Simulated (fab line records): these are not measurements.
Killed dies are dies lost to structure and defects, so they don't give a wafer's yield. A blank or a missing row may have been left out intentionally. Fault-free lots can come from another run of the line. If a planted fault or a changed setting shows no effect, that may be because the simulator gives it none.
Matching of chambers :: flow n5Finfet :: 4 sister chambers for N5_BEOL_M8_ETCH_65 on rieDiel-04
The step etches SiARC in CF4, target depth 15.6 nm, time 26 s. 4 wafers are shown with their chamber, then 11 later ones without.

## WAFERS, EACH WITH ITS CHAMBER
wafer: L079.5
chamber: 3
drypumpMotorCurrentA (A): 5.5

wafer: L084.2
chamber: 1
drypumpMotorCurrentA (A): 5.2

wafer: L084.3
chamber: 0
drypumpMotorCurrentA (A): 6.1

wafer: L085.1
chamber: 2
drypumpMotorCurrentA (A): 6.0

## WAFERS MISSING THEIR CHAMBER
wafer: L085.4
drypumpMotorCurrentA (A): 5.1

wafer: L085.5
drypumpMotorCurrentA (A): 6.1

wafer: L089.1
drypumpMotorCurrentA (A): 6.0

wafer: L089.3
drypumpMotorCurrentA (A): 5.5

wafer: L089.5
drypumpMotorCurrentA (A): 6.0

wafer: L097.3
drypumpMotorCurrentA (A): 5.1

wafer: L097.4
drypumpMotorCurrentA (A): 6.0

wafer: L097.5
drypumpMotorCurrentA (A): 5.5

wafer: L095.2
drypumpMotorCurrentA (A): 6.1

wafer: L095.5
drypumpMotorCurrentA (A): 6.0

wafer: L095.6
drypumpMotorCurrentA (A): 5.1

## EACH ONE'S CHAMBER
wafer: L085.4
from the rows above: 1
in truth: 1

wafer: L085.5
from the rows above: can't be placed: 0 or 2
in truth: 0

wafer: L089.1
from the rows above: can't be placed: 2 or 0
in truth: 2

wafer: L089.3
from the rows above: 3
in truth: 3

wafer: L089.5
from the rows above: can't be placed: 2 or 0
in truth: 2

wafer: L097.3
from the rows above: 1
in truth: 1

wafer: L097.4
from the rows above: can't be placed: 2 or 0
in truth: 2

wafer: L097.5
from the rows above: 3
in truth: 3

wafer: L095.2
from the rows above: can't be placed: 0 or 2
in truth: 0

wafer: L095.5
from the rows above: can't be placed: 2 or 0
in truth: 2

wafer: L095.6
from the rows above: 1
in truth: 1
Placed correctly: 5 of 11. From these rows, 6 cannot be placed; in 6 the true chamber is one of the candidates. Placed wrongly: 0.
How it was worked out, from the rows above alone: a wafer's distance from a chamber is the root of the sum, over the readings, of the square of ((its reading less the chamber's mean) divided by the reading's scatter). The wafer belongs to the nearest chamber; if the next one is less than 2 further off, it can't be placed. Each chamber's mean is taken over the wafers shown for it. The scatter: with one shown wafer a chamber, the root of the mean of the squares of how far each hidden wafer lies from its nearest shown one.
